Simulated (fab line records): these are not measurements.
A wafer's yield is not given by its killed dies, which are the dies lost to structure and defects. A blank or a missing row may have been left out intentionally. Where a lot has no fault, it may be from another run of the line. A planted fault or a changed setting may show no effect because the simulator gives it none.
Struck lot and sound lot, side by side -- flow n5 finfet -- 44 steps out of a route of 1938
Sound: these wafers, L640.1, L640.2, L640.5. Struck: wafer L634.3 (L634.1, L634.2, from the same lot, were not struck and are left out); the cause is given at the end.
For every step that has rows: the tool of each side, followed by ch and its chambers, followed by its first start. Under that, the readings that differ: sound wafers -- struck wafers -- difference of the means -- sigmas: that difference in standard deviations of wafers without a fault.
alike: readings with means less than 2 such deviations apart, plus words and numbers identical on both sides. not compared: withheld readings, readings lacking a value on some wafer, bounds such as >300 that could conceal the same value, and numbers that have no deviation in the record and whose values overlap.
The two part at a step that has a row with sigmas, a row that says differs or no value, or rows on one side only. Numbers that don't overlap but have no deviation are shown without sigmas and don't part them. A reading missing from all wafers of one side parts the sides only when that side holds two or more wafers.

first, 1 step without rows for these wafers: N5_ZERO_LAYER_SRD_01 (time 30 s, dry time 30 s).
N5_ZERO_LAYER_PECVD_02: deposits SiO2 from SiH4/N2O, target thk 10 nm, time 6 s.
  sound on pecvd-04 ch 0,1, day 5 12:17; struck on pecvd-04 ch 2, day 4 00:17
  alike: heater power w, showerhead plenum p Torr
then, 8 steps without rows for these wafers: N5_ZERO_LAYER_HMDS_04 (time 60 s); N5_ZERO_LAYER_COAT_05 (resist thk 1000 nm); N5_ZERO_LAYER_EBR_07; N5_ZERO_LAYER_SOFTBAKE_06 (time 90 s); N5_ZERO_LAYER_EXPOSE_08 (exposes mask ZERO, defocus 0 nm, target cd 2000 nm); N5_ZERO_LAYER_PEB_09; N5_ZERO_LAYER_DEVELOP_10 (develop time 60 s); N5_ZERO_LAYER_HARDBAKE_23 (time 120 s).
N5_ZERO_LAYER_CD_MEAS_11: the cd target is 2000 nm.
  sound on cd sem-01 ch 0, day 5 12:46; struck on cd sem-03 ch 0, day 4 00:38
  alike: cd nm
N5_ZERO_LAYER_DESCUM_16: chemistry O2, time 7.9 s.
  sound on rie diel-01 ch 0,1,2, day 5 12:48; struck on rie diel-02 ch 0, day 4 00:41
  alike: drypump motor current A, oes product au, rf vpp V, showerhead plenum p Torr, temp c, throttle valve pct
  not compared: rf hours counter h
N5_ZERO_LAYER_ETCH_17: etches SiO2 in CF4, target depth 12 nm, time 13.3 s.
  sound on rie diel-01 ch 0,1,2, day 5 12:50; struck on rie diel-02 ch 0, day 4 00:43
  alike: drypump motor current A, oes product au, rf vpp V, showerhead plenum p Torr, throttle valve pct
  not compared: rf hours counter h
N5_ZERO_LAYER_ETCH_18: etches Si in HBr/Cl2, target depth 120 nm, time 40 s.
  sound on rie si-02 ch 1,3, day 5 12:55; struck on rie si-06 ch 0, day 4 00:47
  alike: drypump motor current A, oes product au, throttle valve pct
  not compared: rf hours counter h
N5_ZERO_LAYER_STRIP_24: strips in O2.
  sound on plasma asher-02 ch 0,1, day 5 13:01; struck on plasma asher-01 ch 0, day 4 00:53
reading,sound,struck,difference,sigmas
oes product au (a.u.),0.646 0.656 0.661,0.640,-0.014,-3
  alike: drypump motor current A, heater power w, strip time to endpoint s, temp c
  not compared: rf hours counter h
then, 1 step without rows for these wafers: N5_ZERO_LAYER_STRIP_19 (strips in SPM, time 900 s).
N5_ZERO_LAYER_INSPECT_20: inspects for defects (darkfield).
  sound on defect inspect-01 at day 5 13:23; struck on defect inspect-01 at day 4 01:15
reading,sound,struck,difference,sigmas
raw defect count,96 49 49,501,+436,+22
then, 8 steps without rows for these wafers: N5_WELL_APT_HMDS_01 (time 60 s); N5_WELL_APT_COAT_02 (resist thk 950 nm); N5_WELL_APT_EBR_04; N5_WELL_APT_SOFTBAKE_03 (time 60 s); N5_WELL_APT_EXPOSE_05 (exposes mask NWELL, defocus 0 nm, target cd 200 nm); N5_WELL_APT_PEB_06 (peb time 90 s); N5_WELL_APT_DEVELOP_07 (develop time 45 s); N5_WELL_APT_HARDBAKE_12 (time 120 s).
N5_WELL_APT_CD_MEAS_08: the cd target is 200 nm.
  sound on cd sem-01 ch 0, day 5 13:41; struck on cd sem-03 ch 0, day 4 01:41
  alike: cd nm
N5_WELL_APT_OVL_MEAS_09:
  sound on overlay-01 ch 0, day 5 13:43; struck on overlay-01 ch 0, day 4 01:43
  alike: NWELL_OVL
N5_WELL_APT_INSPECT_10: inspects for defects (macro).
  sound on defect inspect-02 at day 5 13:44; struck on defect inspect-01 at day 4 01:44
reading,sound,struck,difference,sigmas
raw defect count,3 5 0,>300,differs,
N5_WELL_APT_DESCUM_13: chemistry O2, time 7.9 s.
  sound on rie diel-03 ch 1,2, day 5 13:46; struck on rie diel-03 ch 0, day 4 01:54
reading,sound,struck,difference,sigmas
throttle valve pct (%),19.97 20.10 19.99,20.69,+0.67,+3
  alike: drypump motor current A, oes product au, rf vpp V, showerhead plenum p Torr, temp c
  not compared: rf hours counter h
then, 11 steps without rows for these wafers: N5_WELL_APT_IMPLANT_14; N5_WELL_APT_IMPLANT_15; N5_WELL_APT_STRIP_16 (strips in SPM, time 900 s); N5_WELL_APT_HMDS_18 (time 60 s); N5_WELL_APT_COAT_19 (resist thk 950 nm); N5_WELL_APT_EBR_21; N5_WELL_APT_SOFTBAKE_20 (time 60 s); N5_WELL_APT_EXPOSE_22 (exposes mask PWELL, defocus 0 nm, target cd 200 nm); N5_WELL_APT_PEB_23 (peb time 90 s); N5_WELL_APT_DEVELOP_24 (develop time 45 s); N5_WELL_APT_HARDBAKE_29 (time 120 s).
N5_WELL_APT_CD_MEAS_25: the cd target is 200 nm.
  sound on cd sem-03 ch 0, day 5 14:52; struck on cd sem-01 ch 0, day 4 03:06
  alike: cd nm
N5_WELL_APT_OVL_MEAS_26:
  sound on overlay-01 ch 0, day 5 14:53; struck on overlay-02 ch 0, day 4 03:08
reading,sound,struck,difference,sigmas
PWELL_OVL (nm),-6 -7 -8,11,+18,+3
N5_WELL_APT_INSPECT_38: inspects for defects (darkfield).
  sound on defect inspect-02 at day 5 17:01; struck on defect inspect-02 at day 4 05:11
reading,sound,struck,difference,sigmas
raw defect count,16 15 12,475,+461,+92
-- here the record skips 11 days between the struck wafers' starts before and after, leaving off in module WELL_APT and picking up in module PASSIVATION (first step shown: number 1936 of the route) --
N5_PASSIVATION_PROBE_49:
  sound on prober-01 at day 15 22:34; struck on prober-02 at day 14 22:11
reading,sound,struck,difference,sigmas
killed at front end,21 19 37,153,+127,+12
killed dies,98 83 100,219,+125,+7
  alike: killed_at_M0_to_M3, killed_at_M4_up, killed at contacts, killed at other, killed open, killed short

WHERE THEY PART
Earliest at N5_ZERO_LAYER_STRIP_24; latest, in this record, at N5_PASSIVATION_PROBE_49.

WHY: what had been put in by the simulator
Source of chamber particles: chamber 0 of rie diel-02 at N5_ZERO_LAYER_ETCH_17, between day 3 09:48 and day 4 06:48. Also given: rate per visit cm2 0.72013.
